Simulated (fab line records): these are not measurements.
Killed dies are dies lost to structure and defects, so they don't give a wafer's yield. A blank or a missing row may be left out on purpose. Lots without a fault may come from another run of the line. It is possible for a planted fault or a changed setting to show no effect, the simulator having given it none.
Which tool did it? ; flow nandHarc ; at 1 step of a route of 1302, 7 lots with 21 wafers sampled

WHAT THE GAUGES READ, wafer by wafer
NHARC_P_GATE_CD_MEAS_11: the cd target is 1640 nm.
lot;measured;on;cdNm (nm)
L575;day 5 05:48;cdSem-03;1640.9 1640.3 1639.1
L578;day 7 04:09;cdSem-01;1637.2 1638.5 1639.2
L580;day 7 20:29;cdSem-03;1637.9 1642.9 1639.4
L582;day 8 12:40;cdSem-01;1642.2 1641.3 1641.7
L591;day 11 23:14;cdSem-03;1639.3 1641.1 1639.6
L593;day 12 18:54;cdSem-01;1639.5 1635.5 1638.1
L596;day 13 22:34;cdSem-02;1636.0 1637.0 1638.0

EACH LOT AND THE TOOL THAT RAN IT (in order: tool; ch and the chambers of the sampled wafers; start)
Before these readings, the record contains no process step.

THE ANSWER, worked out from the rows above alone
Rule: the usual values come from the lots themselves. The widest of any qualifying gaps counts: lots, ordered by their means at a reading, are off when they make up no more than a third of the lots, leave a main group of 4 or more, and stand apart from it by 3 or more times the standard deviation of that group's means. Not used: any main group whose means are identical at the precision the tables above print for the reading. Also off: a lot with no number at a reading for which 4 or more lots have one. All remaining lots with rows at the step are treated as sound.
No lot is off at any reading shown: from this, nothing can be told.

WHAT HAD BEEN PUT IN BY THE SIMULATOR
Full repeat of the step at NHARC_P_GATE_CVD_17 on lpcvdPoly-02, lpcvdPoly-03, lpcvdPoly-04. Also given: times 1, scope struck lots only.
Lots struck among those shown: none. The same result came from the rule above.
